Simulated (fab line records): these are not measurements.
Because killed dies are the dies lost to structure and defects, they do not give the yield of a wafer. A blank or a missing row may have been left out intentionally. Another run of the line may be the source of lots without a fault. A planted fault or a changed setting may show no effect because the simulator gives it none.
fab line records	flow n5Finfet
record: lots: 9	wafers: 27	lastDay: 18
route steps=1938 shown SDB@361 BEOL_M4@1111 TV_OPEN@1890 PASSIVATION@1908
lots that met no fault: from a run of the same line without faults
startH: hours from the record's opening day to when the first of the lot's shown wafers began	waitH: how many hours have passed since the lot's step before this one	" identical to the entry in the row above	L1.1+2: a single row standing in for several wafers	- either no value or no given start	* or withheld: withheld	< > ~ a bound
route shown NAME@n: names a module that has steps shown in the file, with the first one's number in the route	usual: the fault-free wafers' mean and standard deviation	same: alike in all rows	chamber/n: place in a boat	sites: the reading at each site	_std_site: their standard deviation	_edge_site: mean of outer sites minus mean of inner sites	radiusMm: how far each site lies from the wafer's centre	mask NAME#n: copy n	behind: the most recent tool/chamber to have shaped the wafer	hold: cause of the lot's hold/its duration in hours/its outcome	device: the transistor (n, p or np) that didn't switch	end of line: the route-end tests of the same wafers	a step given without rows: its recipe and nothing more	killed: dies that structure and defects cost at the first sort, which is not the same as the wafer's yield	map: a wafer's dies, x killed, . not, _ none there
set.NAME: setting as actually run; set.NAME@STEP: the setting as run at that earlier step	model.NAME: the simulator's own value behind a step, which no gauge read
route steps across a sampled set of lots; one table per step, one row per wafer
services: the hour from which a tool's chamber was out of use, counted from the record's first day as startH (under 0 if before that day), plus the number of hours and why
== steps ==
step: N5_SDB_ETCH_18
recipe: chemistry: N2/H2	target: SOC	targetDepthA: 1000	overetchA: 200	maskMaterial: SiARC	tempC: 40	timeS: 150	ionEnergyEv: 200	pressureMtorr: 30	sourceW: 840	biasW: 150	n2FlowSccm: 200	h2FlowSccm: 200
usual: drypumpMotorCurrentA: 5.6/0.4	oesProductAu: 0.73/0.071	rfVppV: 525.0/2.3	showerheadPlenumPTorr: 2.59/0.078	throttleValvePct: 17.8/0.34
lot.wafer	tool	chamber	startH	waitH	drypumpMotorCurrentA	oesProductAu	rfHoursCounterH	rfVppV	showerheadPlenumPTorr	throttleValvePct
L484.2	rieDiel-06	3	64.54	0.0	6.5	0.66	168	526.3	2.64	18.1
L484.3	"	1	"	"	5.3	0.71	95	521.1	2.47	18.1
L484.4	"	2	"	"	5.0	0.78	50	521.5	2.48	17.9
L485.1	rieDiel-06	0	71.69	0.0	5.5	0.68	158	522.7	2.54	17.6
L485.2	"	2	"	"	5.0	0.77	53	521.7	2.48	17.9
L485.3	"	3	"	"	6.5	0.66	170	527.5	2.64	18.1
L486.1	rieDiel-04	1	76.97	0.0	5.7	0.63	224	526.1	2.62	18.0
L486.2	"	0	"	"	5.4	0.78	25	528.9	2.71	18.1
L486.5	"	2	"	"	5.7	0.83	-	527.2	2.61	17.3
L487.3	rieDiel-06	1	82.56	0.0	5.3	0.70	101	523.2	2.47	18.1
L487.4	"	2	"	"	5.0	0.76	56	522.6	2.48	18.0
L487.6	"	3	"	"	6.5	0.66	-	526.0	2.64	18.1
L493.3	rieDiel-06	0	121.81	0.0	5.5	0.67	173	523.7	2.54	17.6
L493.4	"	1	"	"	5.3	0.67	113	522.3	2.46	18.1
L493.5	"	2	"	"	5.0	0.75	-	522.5	2.47	18.0
L501.1	rieDiel-04	0	167.60	0.0	5.4	0.73	59	527.2	2.70	18.1
L501.4	"	0	"	"	5.4	0.74	-	527.3	2.70	18.1
L501.5	"	2	"	"	5.7	0.77	-	523.7	2.59	17.3
L502.1	rieDiel-04	0	173.37	0.0	5.4	0.73	61	527.4	2.70	18.1
L502.2	"	1	"	"	5.8	0.86	3	526.3	2.61	17.6
L502.3	"	3	"	"	5.5	0.80	33	526.2	2.59	17.3
L504.1	rieDiel-04	2	184.99	0.0	5.7	0.76	48	525.7	2.59	17.4
L504.4	"	1	"	"	5.8	0.85	6	525.7	2.60	17.6
L504.5	"	0	"	"	5.4	0.73	-	528.6	2.70	18.1
L507.2	rieDiel-06	1	209.45	0.0	5.3	0.66	144	520.8	2.45	18.2
L507.4	"	3	"	"	6.5	0.63	218	526.8	2.62	18.1
L507.5	"	3	"	"	6.5	0.63	-	526.5	2.62	18.2
step: N5_BEOL_M4_RC_MEAS_101
usual: DIBL_N: 36.4/1.4	DIBL_P: 36.3/1.8	IOFF_N: 0.163/0.024	IOFF_P: 0.21/0.034	ION_N: 673/11	ION_P: 461/7.4	SS_N: 71.6/0.52	SS_P: 73.3/0.58	VT_N: 249.4/2.5	VT_P: -250/3.5
lot.wafer	tool	chamber	startH	waitH	DIBL_N[mV/V]	DIBL_P[mV/V]	IOFF_N[nA/um]	IOFF_P[nA/um]	ION_N[uA/um]	ION_P[uA/um]	SS_N[mV/dec]	SS_P[mV/dec]	VT_N[mV]	VT_P[mV]
L484.2	prober-02	0	168.13	0.2	36.6	36.5	0.169	0.20	686	462	70.9	72.7	248.1	-253
L484.3	"	0	"	"	35.5	34.1	0.153	0.18	669	451	70.7	72.3	248.6	-252
L484.4	"	0	"	"	36.9	37.0	0.187	0.21	699	465	71.5	73.4	246.2	-252
L485.1	prober-02	0	170.66	0.0	37.2	37.1	0.176	0.21	668	451	71.9	73.0	248.3	-249
L485.2	"	0	"	"	36.7	37.9	0.180	0.23	684	467	71.8	73.3	248.2	-249
L485.3	"	0	"	"	37.6	37.5	0.190	0.22	673	456	71.6	72.7	248.1	-249
L486.1	prober-01	0	175.17	0.0	37.2	38.0	0.170	0.25	663	456	71.9	73.8	245.9	-246
L486.2	"	0	"	"	37.2	37.4	0.169	0.24	668	462	71.2	73.4	249.0	-248
L486.5	"	0	"	"	37.5	38.2	0.181	0.24	666	459	71.9	73.8	246.9	-248
L487.3	prober-02	0	186.20	0.3	36.8	37.2	0.173	0.19	674	449	71.8	73.8	246.7	-254
L487.4	"	0	"	"	36.2	36.3	0.167	0.19	685	455	71.4	72.5	246.7	-254
L487.6	"	0	"	"	35.0	35.3	0.147	0.17	668	453	71.9	72.8	251.3	-254
L493.3	prober-01	0	225.25	0.3	36.0	35.9	0.159	0.20	652	450	72.2	73.1	250.4	-250
L493.5	"	0	"	"	35.0	34.5	0.145	0.18	659	446	71.7	73.3	254.1	-253
L502.1	prober-01	0	262.24	0.0	35.6	34.6	0.142	0.17	658	449	71.2	72.6	251.1	-254
L502.2	"	0	"	"	35.3	34.4	0.139	0.17	671	454	71.2	72.4	253.0	-258
L502.3	"	0	"	"	37.2	37.2	0.175	0.21	675	463	71.5	73.6	246.6	-252
L501.1	prober-01	0	266.60	0.0	36.4	37.2	0.175	0.22	676	461	71.5	73.4	248.3	-248
L501.4	"	0	"	"	34.9	35.6	0.147	0.19	683	465	70.5	72.6	248.1	-251
L501.5	"	0	"	"	35.2	36.2	0.153	0.19	682	468	70.8	72.1	249.0	-251
L504.1	prober-01	0	286.41	0.0	39.8	39.1	0.201	0.26	667	458	71.8	74.0	250.8	-245
L504.4	"	0	"	"	38.6	37.8	0.186	0.25	684	467	71.5	73.6	249.1	-245
L504.5	"	0	"	"	38.2	37.4	0.171	0.23	666	463	71.7	73.3	248.9	-247
L507.2	prober-01	0	306.09	0.2	37.4	35.5	0.158	0.23	674	466	71.0	73.2	249.3	-247
L507.4	"	0	"	"	40.3	38.7	0.217	0.30	691	465	72.4	73.9	245.3	-242
L507.5	"	0	"	"	36.6	33.9	0.146	0.22	656	458	71.6	72.1	254.2	-247
step: N5_PASSIVATION_ETCH_15
recipe: chemistry: CF4/N2	target: SiCN	targetDepthA: 750	taperDeg: 2	timeS: 81.2	ionEnergyEv: 150	maskMaterial: SiNx	pressureMtorr: 40	sourceW: 430	biasW: 70	Ar_flow_sccm: 100	cf4FlowSccm: 60	n2FlowSccm: 60
usual: drypumpMotorCurrentA: 5.9/0.32	oesProductAu: 0.81/0.082	rfVppV: 382.4/1.1	showerheadPlenumPTorr: 2.21/0.038	throttleValvePct: 15.40/0.25
lot.wafer	tool	chamber	startH	waitH	drypumpMotorCurrentA	oesProductAu	rfHoursCounterH	rfVppV	showerheadPlenumPTorr	throttleValvePct
L484.2	rieDiel-01	1	-	-	5.9	0.98	3	380.6	2.17	15.12
L484.3	"	0	"	"	6.3	0.94	15	382.2	2.25	14.95
L484.4	"	2	"	"	5.5	0.67	241	384.5	2.26	15.81
L485.1	rieDiel-02	1	-	-	6.3	0.72	201	382.6	2.19	15.74
L485.2	"	3	"	"	5.7	0.73	173	382.7	2.20	15.30
L485.3	"	0	"	"	5.4	0.78	107	382.0	2.22	15.44
L486.1	rieDiel-05	0	-	-	6.0	0.85	69	382.2	2.24	15.54
L486.2	"	3	"	"	6.0	0.68	247	383.4	2.26	15.53
L486.5	"	0	"	"	6.1	0.84	-	383.6	2.24	15.56
L487.3	rieDiel-05	0	-	-	6.1	0.86	70	383.2	2.24	15.54
L487.4	"	1	"	"	5.9	0.84	63	383.3	2.24	15.12
L487.6	"	3	"	"	6.0	0.68	-	383.2	2.26	15.52
L493.3	rieDiel-01	3	-	-	5.8	0.76	160	378.9	2.12	15.75
L493.5	"	3	"	"	5.8	0.76	-	380.9	2.12	15.76
L501.1	rieDiel-02	0	-	-	5.4	0.76	136	382.3	2.21	15.49
L501.4	"	3	"	"	5.6	0.70	-	382.5	2.19	15.35
L501.5	"	1	"	"	6.3	0.70	-	380.3	2.18	15.82
L502.1	rieDiel-01	0	-	-	6.3	0.87	47	382.9	2.24	15.02
L502.2	"	2	"	"	5.5	0.94	19	382.4	2.25	15.37
L502.3	"	1	"	"	5.9	0.88	37	380.5	2.16	15.19
L504.1	rieDiel-02	0	-	-	5.4	0.74	145	382.7	2.21	15.51
L504.4	"	2	"	"	6.3	0.85	70	381.6	2.23	15.54
L504.5	"	1	"	"	6.4	0.69	-	383.3	2.18	15.84
L507.2	rieDiel-05	3	-	-	6.0	0.87	33	383.6	2.25	15.11
L507.4	"	2	"	"	5.5	0.74	131	382.4	2.21	15.43
L507.5	"	0	"	"	6.1	0.79	-	382.8	2.22	15.64
step: N5_PASSIVATION_DESCUM_32
recipe: chemistry: O2	timeS: 7.9	sourcePowerW: 50	biasPowerW: 20	pressureMtorr: 20	rfFrequencyHz: 2.712e+07	tempC: 40	o2FlowSccm: 225
usual: drypumpMotorCurrentA: 5.5/0.47	oesProductAu: 0.80/0.087	rfVppV: 242.7/1.4	showerheadPlenumPTorr: 2.07/0.069	throttleValvePct: 20.47/0.29
lot.wafer	tool	chamber	startH	waitH	drypumpMotorCurrentA	oesProductAu	rfHoursCounterH	rfVppV	showerheadPlenumPTorr	throttleValvePct
L484.2	rieDiel-03	3	262.72	0.0	5.6	0.92	30	243.5	2.13	20.64
L484.3	"	1	"	"	5.5	0.92	12	241.3	2.06	20.19
L484.4	"	0	"	"	5.1	0.82	74	241.2	2.04	20.53
L485.1	rieDiel-06	3	267.94	0.0	6.5	0.69	233	244.4	2.14	20.57
L485.2	"	2	"	"	5.0	0.78	119	240.2	2.01	20.58
L485.3	"	0	"	"	5.5	0.70	228	241.8	2.07	20.31
L486.1	rieDiel-04	1	272.15	0.1	5.7	0.88	35	243.7	2.13	20.29
L486.2	"	3	"	"	5.5	0.85	68	244.5	2.12	19.94
L486.5	"	0	"	"	5.4	0.78	-	245.2	2.21	20.83
L487.3	rieDiel-04	0	277.09	0.0	5.4	0.79	97	244.2	2.21	20.82
L487.4	"	1	"	"	5.8	0.88	37	242.1	2.13	20.28
L487.6	"	1	"	"	5.8	0.87	-	244.7	2.13	20.29
L493.3	rieDiel-03	2	323.10	0.0	5.6	0.81	76	246.3	2.21	20.09
L493.5	"	0	"	"	5.1	0.80	-	242.1	2.03	20.56
L501.1	rieDiel-03	0	365.70	0.0	5.1	0.79	111	242.4	2.03	20.59
L501.4	"	0	"	"	5.1	0.79	-	242.4	2.03	20.60
L501.5	"	1	"	"	5.6	0.86	-	242.9	2.05	20.25
L502.1	rieDiel-06	1	377.05	0.0	5.3	0.70	211	240.7	1.99	20.87
L502.2	"	2	"	"	5.0	0.74	165	241.1	1.99	20.64
L502.3	"	3	"	"	6.5	0.91	19	243.4	2.13	20.27
L504.1	rieDiel-06	0	395.67	0.2	5.5	1.01	2	242.0	2.06	19.98
L504.4	"	3	"	"	6.5	0.89	27	243.6	2.13	20.27
L504.5	"	1	"	"	5.3	0.69	-	241.4	1.98	20.87
L507.2	rieDiel-06	0	426.23	0.1	5.5	0.95	12	242.3	2.06	19.99
L507.4	"	2	"	"	5.0	0.73	-	241.3	1.99	20.68
L507.5	"	0	"	"	5.5	0.96	-	242.4	2.06	20.00
step: N5_PASSIVATION_OVL_MEAS_66
recipe: pointsPerWafer: 44
usual: PASS_OPEN_OVL: 4/5
lot.wafer	tool	chamber	startH	waitH	PASS_OPEN_OVL[nm]
L484.2	overlay-01	0	264.40	0.0	4
L484.3	"	0	"	"	8
L484.4	"	0	"	"	18
L485.1	overlay-02	0	269.75	0.0	3
L485.2	"	0	"	"	2
L485.3	"	0	"	"	3
L486.1	overlay-02	0	273.99	0.0	4
L486.2	"	0	"	"	3
L486.5	"	0	"	"	9
L487.3	overlay-01	0	278.77	0.0	5
L487.4	"	0	"	"	7
L487.6	"	0	"	"	8
L493.3	overlay-02	0	324.91	0.0	7
L493.5	"	0	"	"	7
L501.1	overlay-01	0	367.51	0.0	8
L501.4	"	0	"	"	8
L501.5	"	0	"	"	3
L502.1	overlay-01	0	378.94	0.0	8
L502.2	"	0	"	"	4
L502.3	"	0	"	"	6
L504.1	overlay-02	0	397.51	0.0	7
L504.4	"	0	"	"	9
L504.5	"	0	"	"	4
L507.2	overlay-01	0	427.91	0.0	0
L507.4	"	0	"	"	-1
L507.5	"	0	"	"	3
step: N5_PASSIVATION_PROBE_49
usual: defectLimitedYield: 91.4/1.6	killed_at_M0_to_M3: 34/12	killed_at_M4_up: 13/5.2	killedAtContacts: 11/5.5	killedAtFrontEnd: 40/13	killedAtOther: 3.4/2.7	killedDies: 102/19	killedOnRim: 13/4.3	killedOpen: 66/15	killedShort: 33/7.9	sort_bin_5_function: 5.1/1.1	sort_bin_6_memory: 3.2/0.7	sortNPass: 1078/19	sortYieldPct: 91.4/1.6
same: grossDies: 1180	killedAtBackSide: 0	sort_bin_4_leakage[%]: 0	sort_bin_8_speed[%]: 0
lot.wafer	tool	chamber	startH	waitH	defectLimitedYield[%]	killed_at_M0_to_M3	killed_at_M4_up	killedAtContacts	killedAtFrontEnd	killedAtOther	killedDies	killedOnRim	killedOpen	killedShort	sort_bin_5_function[%]	sort_bin_6_memory[%]	sortNPass	sortYieldPct[%]
L484.2	prober-01	-	267.58	0.1	91.9	37	16	3	38	2	96	11	73	21	5.0	3.0	1084	91.9
L484.3	prober-01	-	267.63	0.2	93.0	20	18	11	34	0	83	15	54	23	4.2	2.3	1097	93.0
L484.4	prober-01	-	267.68	0.2	90.8	37	17	11	34	9	108	13	69	34	5.1	3.7	1072	90.8
L493.3	prober-02	-	328.10	0.1	91.4	31	16	6	44	4	101	15	74	25	6.0	2.4	1079	91.4
L493.4	prober-02	-	328.15	0.2	36.2	30	7	10	702	4	753	102	55	27	60.7	2.9	427	36.2
L493.5	prober-02	-	328.20	0.2	91.2	20	11	17	51	5	104	12	77	25	5.2	3.5	1076	91.2
L501.1	prober-01	-	370.65	0.0	90.8	33	18	7	49	1	108	18	72	36	6.0	2.9	1072	90.8
L501.4	prober-01	-	370.80	0.2	90.8	38	9	22	38	1	108	15	55	53	5.6	3.2	1072	90.8
L501.5	prober-01	-	370.85	0.2	90.3	28	11	14	57	4	114	15	77	35	6.3	3.1	1066	90.3
L507.2	prober-01	-	431.13	0.1	92.6	36	14	5	26	6	87	14	54	31	3.9	3.1	1093	92.6
L507.4	prober-01	-	431.23	0.2	91.3	38	18	11	34	2	103	15	59	36	5.1	2.4	1077	91.3
L507.5	prober-01	-	431.28	0.2	91.8	28	16	22	23	8	97	12	60	34	5.5	2.1	1083	91.8
killed by level:class
L484.2 STI_FIN_REVEAL:geometricParticle:open=14 BEOL_M4:geometricParticle:open=11 BEOL_M3:geometricParticle:open=9 BEOL_M0_SAQP:geometricParticle:short=7 FIN_SAQP:geometricParticle:open=6 BEOL_M1:geometricParticle:open=6 BEOL_M2:geometricParticle:open=6 FIN_SAQP:geometricParticle:short=5
L484.3 MOL_CONTACT_COAG:geometricParticle:open=10 BEOL_M4:geometricParticle:open=8 DUMMY_GATE:geometricParticle:open=6 FIN_SAQP:geometricParticle:open=5 FIN_SAQP:geometricParticle:short=5 BEOL_M0_SAQP:geometricParticle:open=5 STARTING-WAFER:geometricParticle:short=4 HKMG_FIN:areaEtch=4
L484.4 BEOL_M0_SAQP:geometricParticle:open=10 MOL_CONTACT_COAG:geometricParticle:open=9 BEOL_M0:geometricParticle:open=8 BEOL_M0_SAQP:geometricParticle:short=6 GATE_CUT:geometricParticle:short=5 BEOL_M2:geometricParticle:open=5 MIM_TOP:geometricParticle:open=5 FIN_SAQP:geometricParticle:short=4
L493.3 STI_FIN_REVEAL:geometricParticle:open=17 DUMMY_GATE:geometricParticle:open=9 BEOL_M1:geometricParticle:open=8 MOL_CONTACT_COAG:geometricParticle:open=6 BEOL_M2:geometricParticle:open=6 STI_FIN_REVEAL:geometricParticle:short=5 BEOL_M0_SAQP:geometricParticle:short=4 BEOL_M0_SAQP:geometricParticle:open=4
L493.4 SDB:areaEtch=669 STI_FIN_REVEAL:geometricParticle:open=11 MOL_CONTACT_COAG:geometricParticle:open=9 BEOL_M0_SAQP:geometricParticle:open=8 GATE_CUT:geometricParticle:short=7 BEOL_M2:geometricParticle:open=7 FIN_SAQP:geometricParticle:short=4 BEOL_M1:geometricParticle:open=4
L493.5 MOL_CONTACT_COAG:geometricParticle:open=14 FIN_SAQP:geometricParticle:short=12 STI_FIN_REVEAL:geometricParticle:open=11 FIN_SAQP:geometricParticle:open=10 BEOL_M4:geometricParticle:open=6 BEOL_M1:geometricParticle:open=6 BEOL_M2:geometricParticle:open=6 DUMMY_GATE:geometricParticle:open=5
L501.1 FIN_SAQP:geometricParticle:open=15 FIN_SAQP:geometricParticle:short=8 BEOL_M4:geometricParticle:open=8 STI_FIN_REVEAL:geometricParticle:open=7 MOL_CONTACT_COAG:geometricParticle:open=7 BEOL_M0_SAQP:geometricParticle:open=7 BEOL_M2:geometricParticle:open=6 STI_FIN_REVEAL:geometricParticle:short=5
L501.4 MOL_CONTACT_COAG:geometricParticle:open=16 FIN_SAQP:geometricParticle:short=14 BEOL_M0_SAQP:geometricParticle:short=13 STI_FIN_REVEAL:geometricParticle:open=7 BEOL_M0_SAQP:geometricParticle:open=7 MOL_CONTACT_COAG:geometricParticle:short=6 BEOL_M4:geometricParticle:open=6 GATE_CUT:geometricParticle:short=5
L501.5 FIN_SAQP:geometricParticle:open=17 STI_FIN_REVEAL:geometricParticle:open=15 MOL_CONTACT_COAG:geometricParticle:open=11 FIN_SAQP:geometricParticle:short=10 BEOL_M2:geometricParticle:open=8 BEOL_M0_SAQP:geometricParticle:short=7 BEOL_M0_SAQP:geometricParticle:open=6 BEOL_M4:geometricParticle:open=5
L507.2 BEOL_M3:geometricParticle:open=11 BEOL_M0_SAQP:geometricParticle:short=8 FIN_SAQP:geometricParticle:short=6 BEOL_M0_SAQP:geometricParticle:open=6 STI_FIN_REVEAL:geometricParticle:open=5 BEOL_M1:geometricParticle:open=5 BEOL_M4:geometricParticle:open=5 FIN_SAQP:geometricParticle:open=4
L507.4 BEOL_M0_SAQP:geometricParticle:short=15 MOL_CONTACT_COAG:geometricParticle:open=10 BEOL_M0_SAQP:geometricParticle:open=10 HKMG_FIN:areaEtch=7 BEOL_M4:geometricParticle:open=6 FIN_SAQP:geometricParticle:short=5 BEOL_M3:geometricParticle:open=5 ILD0:geometricParticle:short=4
L507.5 MOL_CONTACT_COAG:geometricParticle:open=13 BEOL_M4:geometricParticle:open=12 BEOL_M0_SAQP:geometricParticle:short=11 MOL_CONTACT_COAG:geometricParticle:short=9 BEOL_M0_SAQP:geometricParticle:open=6 BEOL_M3:geometricParticle:open=5 GATE_CUT:geometricParticle:open=4 STARTING-WAFER:geometricParticle:short=3
== services ==
tool	chamber	startH	hours	kind
rieDiel-02	0	49.56	4.1	repair
rieDiel-06	1	51.39	1.4	repair
rieDiel-05	0	72.95	3.1	repair
rieDiel-01	-	73.88	0.1	repair
rieDiel-05	3	94.96	1.2	repair
rieDiel-03	0	111.09	14.0	repair
rieDiel-01	3	147.65	1.5	repair
rieDiel-02	3	191.01	10.1	repair
rieDiel-05	1	210.89	6.7	repair
rieDiel-06	3	226.21	11.0	repair
rieDiel-02	-	275.29	0.6	repair
rieDiel-03	2	276.78	12.1	repair
rieDiel-02	-	303.01	0.5	repair
rieDiel-01	0	311.36	5.4	repair
rieDiel-03	1	329.69	7.5	repair
rieDiel-06	0	338.64	15.8	repair
rieDiel-02	2	361.69	4.1	repair
rieDiel-04	1	374.84	12.1	repair
rieDiel-05	-	374.94	0.4	repair
rieDiel-02	3	376.49	1.6	repair
rieDiel-05	-	385.19	14.6	pm
rieDiel-04	2	388.69	8.6	repair
rieDiel-02	3	395.22	12.3	repair
rieDiel-02	-	422.82	2.8	pm
== key ==
firstSign: step: N5_PASSIVATION_PROBE_49	reading: killedAtFrontEnd	direction: up	sigmas: 53	usual: 40	struck: 702
effect: step: N5_PASSIVATION_PROBE_49	reading: sort_bin_5_function	direction: up	sigmas: 51	usual: 5.1	struck: 60.7
moreKillsBornAt: N5_SDB_ETCH_18@rieDiel-06: 669
metAt N5_SDB_ETCH_18
struckLots L493
struckWafers L493.4
laterRowsLeftOut L493.4
notActingAt N5_PASSIVATION_ETCH_15,N5_PASSIVATION_DESCUM_32,N5_PASSIVATION_OVL_MEAS_66
onsetBetween 82.56 121.81
fault: kind: processParameterDrift	tool: rieDiel-06	chamber: -	onsetH: 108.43	steps: N5_SDB_ETCH_18	channel: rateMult	offset: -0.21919	shape: step	endH: 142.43	scope: struckWafersOnly
laterRowsLeftOut: the simulator's readings of these wafers behind a module that went badly wrong aren't trusted and aren't shown, but for the sort
